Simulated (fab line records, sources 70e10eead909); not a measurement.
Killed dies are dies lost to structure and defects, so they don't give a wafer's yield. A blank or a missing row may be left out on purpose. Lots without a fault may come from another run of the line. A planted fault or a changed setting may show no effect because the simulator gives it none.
A struck lot beside a sound one | flow nand_harc | 22 steps out of a route of 1302
Sound: wafers L455.1, L455.4, L455.5. Struck: wafers L462.3, L462.5, L462.6. The cause comes at the end.
At each step with rows: each side's tool, then ch and its chambers, then its first start. Under that, the readings that differ: sound wafers | struck wafers | difference of the means | sigmas: that difference in standard deviations of wafers without a fault.
alike: readings whose means differ by less than 2 such deviations, and words and numbers that are the same on both sides. not compared: withheld readings, readings that some wafer has no value for, bounds like >300 that may hide the same value, and numbers for which the record gives no deviation and whose values overlap.
The two part at a step that has a row with sigmas, a row that says differs or no value, or rows on one side only. Numbers that don't overlap but have no deviation are shown without sigmas and don't part them. A reading that every wafer of one side lacks parts them only if that side has two wafers or more.

first, 5 steps without rows for these wafers: NHARC_A_DECK1_JOINT_WET_08 (chemistry H3PO4, time 86 s); NHARC_A_DECK1_JOINT_ETCH_09 (etches SiO2 in dHF, target depth 5 nm); NHARC_A_DECK1_JOINT_WET_10 (chemistry H3PO4, time 86 s); NHARC_A_DECK1_JOINT_ETCH_11 (etches SiO2 in dHF, target depth 35 nm); NHARC_A_DECK1_JOINT_CVD_12 (deposits poly-Si, target thk 90 nm, time 1800 s).
NHARC_A_DECK1_JOINT_CMP_13: polishes, target thk 51.023 nm.
  sound on cmp-04 ch 0,2,3, day 14 12:26; struck on cmp-04 ch 0,2,3, day 17 05:28
  alike: edge_zone_pressure_frac, motor_current_A, time_to_endpoint_s
NHARC_A_DECK1_JOINT_THK_MEAS_14: measures by ellipsometry.
  sound on film_metro-02, day 14 12:39; struck on film_metro-02, day 17 05:40
  alike: thk_nm
then, 1 step without rows for these wafers: NHARC_A_DECK1_JOINT_SRD_04.
NHARC_A_DECK1_JOINT_ETCHBACK_00: etches the open film in HBr, target depth 30 nm, time 17.4 s.
  sound on rie_si-05 ch 0,1,2, day 14 12:46; struck on rie_si-06 ch 0,2,3, day 17 05:49
  alike: chamber_pressure_mTorr, drypump_motor_current_A, oes_product_au, throttle_valve_pct
  not compared: rf_hours_counter_h
then, 3 steps without rows for these wafers: NHARC_A_DECK1_JOINT_PRECLEAN_30 (cleans in SC1); NHARC_A_DECK1_JOINT_SRD_31; NHARC_A_DECK1_JOINT_CVD_34 (deposits SiNx, target thk 20 nm).
NHARC_A_DECK1_JOINT_DEP_06: deposits SiOx, target thk 80 nm.
  sound on fcvd-01 ch 0,1, day 14 19:22; struck on fcvd-02 ch 0,1, day 17 13:08
then, 4 steps without rows for these wafers: NHARC_A_DECK1_JOINT_CURE_26 (time 32 s); NHARC_A_DECK1_JOINT_ANNEAL_27 (time 3600 s); NHARC_A_DECK1_JOINT_ANNEAL_28 (time 1800 s); NHARC_A_DECK1_JOINT_ANNEAL_29 (time 1800 s).
NHARC_A_DECK1_JOINT_CMP_02: polishes SiOx.
  sound on cmp-02 ch 0,3, day 15 10:58; struck on cmp-02 ch 2,3, day 18 03:14
  alike: edge_zone_pressure_frac, motor_current_A
then, 1 step without rows for these wafers: NHARC_A_DECK1_JOINT_SRD_15.
NHARC_A_DECK1_JOINT_DEP_16: deposits SiO2, target thk 45 nm.
  sound on pecvd-01 ch 0,1,2, day 15 11:25; struck on pecvd-04 ch 1,2, day 18 03:40
  alike: heater_power_w, throttle_valve_pct
NHARC_A_DECK1_JOINT_THK_MEAS_17: measures by ellipsometry.
  sound on film_metro-02, day 15 11:39; struck on film_metro-02, day 18 03:53
  alike: thk_nm
-- the record jumps here: 12 days lie between the struck wafers' starts before and after (it left off in module A_DECK1_JOINT and takes up again in module END, whose first step shown is number 1302 of the route) --
NHARC_END_SORT_01:
  the record has rows for the struck wafers here (prober-01 ch 0, day 29 23:52) and none for the sound ones

WHERE THEY PART
Only at NHARC_END_SORT_01, within this record.

WHY: what the simulator had put in
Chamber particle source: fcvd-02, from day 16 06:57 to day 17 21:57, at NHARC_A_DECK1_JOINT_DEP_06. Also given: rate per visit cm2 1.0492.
